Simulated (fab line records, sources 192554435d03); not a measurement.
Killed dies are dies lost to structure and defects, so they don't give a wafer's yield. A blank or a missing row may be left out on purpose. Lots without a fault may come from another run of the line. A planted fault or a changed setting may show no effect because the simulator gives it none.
Chamber matching | flow n5_finfet | N5_BEOL_M15_ETCH_57 on rie_diel-03: 4 sister chambers
The step etches SOC in N2/H2, time 750 s. 16 wafers are shown with their chamber, then 8 later ones without.

WAFERS WITH THEIR CHAMBER
wafer  | chamber | showerhead_plenum_p_Torr (Torr) | rf_vpp_V (V) | oes_product_au (a.u.)
L075.2 | 1       | 2.52                            | 522.6        | 0.72
L075.5 | 1       | 2.52                            | 522.9        | 0.72
L075.6 | 0       | 2.57                            | 524.2        | 0.78
L077.1 | 0       | 2.57                            | 523.9        | 0.79
L077.4 | 1       | 2.52                            | 522.6        | 0.72
L077.5 | 0       | 2.57                            | 523.7        | 0.79
L076.1 | 1       | 2.52                            | 524.9        | 0.72
L076.2 | 3       | 2.52                            | 524.2        | 0.70
L076.4 | 2       | 2.61                            | 525.4        | 0.69
L080.2 | 3       | 2.52                            | 521.6        | 0.70
L080.5 | 2       | 2.61                            | 526.8        | 0.70
L080.6 | 1       | 2.52                            | 523.2        | 0.72
L083.1 | 0       | 2.56                            | 524.0        | 0.77
L083.4 | 2       | 2.61                            | 524.5        | 1.02
L083.5 | 3       | 2.51                            | 523.7        | 0.70
L088.1 | 3       | 2.50                            | 523.0        | 0.68

SIGNATURES (means of the wafers above)
reading                  | chamber 0 | chamber 1 | chamber 2 | chamber 3 | scatter within a chamber
showerhead_plenum_p_Torr | 2.5675    | 2.5200    | 2.6100    | 2.5125    | 0.0054
rf_vpp_V                 | 523.950   | 523.240   | 525.567   | 523.125   | 0.928
oes_product_au           | 0.7825    | 0.7200    | 0.8033    | 0.6950    | 0.0769
Rule: a wafer's distance from a chamber is the root of the sum, over the readings, of the square of ((its reading less the chamber's mean) divided by the reading's scatter). The wafer belongs to the nearest chamber; if the next one is less than 2 further off, it can't be placed. The scatter: the root of (the sum of the squares of (reading less its chamber's mean) over the shown wafers, divided by (wafers less chambers)).

WAFERS WITHOUT THEIR CHAMBER
wafer  | showerhead_plenum_p_Torr (Torr) | rf_vpp_V (V) | oes_product_au (a.u.)
L088.2 | 2.55                            | 525.0        | 0.77
L088.5 | 2.51                            | 523.2        | 0.70
L096.2 | 2.50                            | 523.9        | 0.70
L096.4 | 2.50                            | 522.8        | 0.67
L096.5 | 2.55                            | 523.8        | 0.74
L091.3 | 2.60                            | 524.7        | 0.91
L091.4 | 2.50                            | 522.6        | 0.67
L091.5 | 2.50                            | 523.7        | 0.69

WHICH CHAMBER EACH WENT THROUGH
wafer  | from the rows above     | in truth
L088.2 | 0                       | 0
L088.5 | can't be placed: 3 or 1 | 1
L096.2 | can't be placed: 3 or 1 | 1
L096.4 | can't be placed: 3 or 1 | 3
L096.5 | 0                       | 0
L091.3 | 2                       | 2
L091.4 | can't be placed: 3 or 1 | 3
L091.5 | can't be placed: 3 or 1 | 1
Placed correctly: 3 of 8. Can't be placed from these rows: 5 (the true chamber is among the candidates in 5). Placed wrongly: 0.
